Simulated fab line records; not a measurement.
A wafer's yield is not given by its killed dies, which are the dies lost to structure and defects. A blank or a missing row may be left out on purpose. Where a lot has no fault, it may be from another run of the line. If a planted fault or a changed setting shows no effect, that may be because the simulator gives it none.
Which tool was responsible? | flow n5-finfet | route of 1938 steps, sampled at 1 step: 12 lots, 36 wafers

## WHAT THE GAUGES READ, wafer by wafer
N5_STI_FIN_REVEAL_FIN_H_MEAS_10.
lot  | measured    | on     | trench-depth-nm (nm)
L075 | day 2 18:57 | ocd-02 | 53.8 51.8 53.7
L077 | day 3 07:35 | ocd-01 | 52.1 51.4 52.2
L079 | day 3 21:12 | ocd-02 | 53.1 53.0 51.6
L081 | day 4 08:26 | ocd-01 | 51.9 52.3 51.8
L083 | day 4 19:43 | ocd-01 | 52.2 52.5 51.9
L085 | day 5 10:40 | ocd-02 | 50.6 51.3 50.7
L087 | day 5 21:25 | ocd-02 | 52.4 52.0 51.7
L089 | day 6 07:20 | ocd-02 | 51.7 52.1 52.1
L091 | day 6 19:15 | ocd-01 | 52.1 52.0 52.9
L093 | day 7 07:59 | ocd-01 | 52.2 53.0 52.6
L095 | day 7 18:06 | ocd-02 | 51.9 52.9 51.3
L097 | day 8 07:07 | ocd-01 | 52.8 51.2 51.8

## WHICH TOOL RAN EACH LOT (tool, then ch and the chambers of the sampled wafers, then the start)
The record shows no process step preceding these readings.

## THE ANSWER, worked out from the rows above alone
Rule: the usual values come from the lots themselves. Put in order of their means at a reading, lots are off if they are a third of the lots or fewer, leave a main group of 4 or more, and stand apart from it by a gap of 3 or more times the standard deviation of the main group's means; of several such gaps the widest counts. If all means in a main group match to the digits the tables above print for the reading, that group is not used. Also off: a lot with no number at a reading for which 4 or more lots have one. The other lots that the step has rows for count as sound.
Across all readings shown, no lot is off: no conclusion can be drawn from this.

## WHAT HAD BEEN PUT IN BY THE SIMULATOR
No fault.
